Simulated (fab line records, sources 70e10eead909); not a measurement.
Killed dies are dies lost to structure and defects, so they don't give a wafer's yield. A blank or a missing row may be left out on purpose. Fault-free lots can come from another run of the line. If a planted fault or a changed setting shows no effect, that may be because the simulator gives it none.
Struck lot and sound lot, side by side | flow nand-harc | 16 out of 1302 route steps
Sound: the wafers L522.1, L522.2, L522.3. Wafers struck: L527.1, L527.4, L527.5. The cause is given at the end.
For every step that has rows: the tool of each side, followed by ch and its chambers, followed by its first start. Under that, the readings that differ: sound wafers | struck wafers | difference of the means | sigmas: that difference in standard deviations of wafers without a fault.
alike: a reading whose means differ by less than 2 such deviations, as well as words and numbers matching on both sides. not compared: withheld readings; readings where some wafer has no value; bounds like >300 that might hide an equal value; numbers whose values overlap and for which the record gives no deviation.
Wherever a step has rows on one side only, a row that says differs or no value, or a row with sigmas, the two part there. Non-overlapping numbers with no deviation appear without sigmas and do not part them. A reading that every wafer of one side lacks parts them only if that side has two wafers or more.

first, 1 step without rows for these wafers: NHARC_P_GATE_HARDBAKE_47 (time 80 s).
NHARC_P_GATE_DESCUM_48: chemistry O2, time 3 s.
  sound on rie-diel-10 ch 1,2,3, day 7 07:47; struck on rie-diel-10 ch 1,3, day 9 03:38
  alike: drypump-motor-current-A, oes-product-au, rf-vpp-V, showerhead-plenum-p-Torr, throttle-valve-pct
  not compared: rf-hours-counter-h
after that, 1 step had no rows for these wafers: NHARC_P_GATE_IMPLANT_49.
NHARC_P_GATE_STRIP_111: strips in N2/H2, time 250 s.
  sound on plasma-asher-01 ch 0,1, day 7 08:10; struck on plasma-asher-01 ch 0,1, day 9 04:00
  alike: drypump-motor-current-A, heater-power-w
  not compared: rf-hours-counter-h
NHARC_P_GATE_STRIP_75: strips in O2.
  sound on plasma-asher-01 ch 0,1, day 7 08:28; struck on plasma-asher-01 ch 0,1, day 9 04:18
  alike: drypump-motor-current-A, heater-power-w
  not compared: rf-hours-counter-h
then, 7 steps without rows for these wafers: NHARC_P_GATE_STRIP_50 (strips in SPM, time 900 s); NHARC_P_GATE_DEHYDRATE_51 (time 120 s); NHARC_P_GATE_HMDS_52 (time 30 s); NHARC_P_GATE_COAT_53; NHARC_P_GATE_SOFTBAKE_54 (time 95 s); NHARC_P_GATE_EBR_55; NHARC_P_GATE_EXPOSE_56 (exposes mask P PSD, target cd 720 nm).
NHARC_P_GATE_PEB_57: peb time 85 s.
  sound on litho-track-03 ch 0, day 7 09:17; struck on litho-track-03 ch 0, day 9 05:08
  reading                  | sound                | struck               | difference | sigmas
  heater-power-total-W (W) | 163.98 163.97 163.96 | 178.47 179.37 178.81 | +14.91     | +57
  plate-temp-C (C)         | 117.90 118.23 117.92 | 126.28 126.26 126.32 | +8.27      | +69
then, 1 step without rows for these wafers: NHARC_P_GATE_DEVELOP_58 (time 70 s).
NHARC_P_GATE_CD_MEAS_59 targets a cd of 720 nm.
  sound on cd-sem-01 ch 0, day 7 09:23; struck on cd-sem-01 ch 0, day 9 05:13
  reading    | sound             | struck            | difference | sigmas
  cd-nm (nm) | 722.5 721.0 722.9 | 729.0 728.0 728.8 | +6.5       | +4
then, 1 step without rows for these wafers: NHARC_P_GATE_HARDBAKE_60 (time 80 s).

## WHERE THEY PART
At NHARC_P_GATE_PEB_57 first; at NHARC_P_GATE_CD_MEAS_59 last (within this record only).

WHY: the cause the simulator had injected
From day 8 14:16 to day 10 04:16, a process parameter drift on litho-track-03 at NHARC_P_GATE_PEB_57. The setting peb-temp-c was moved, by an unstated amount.
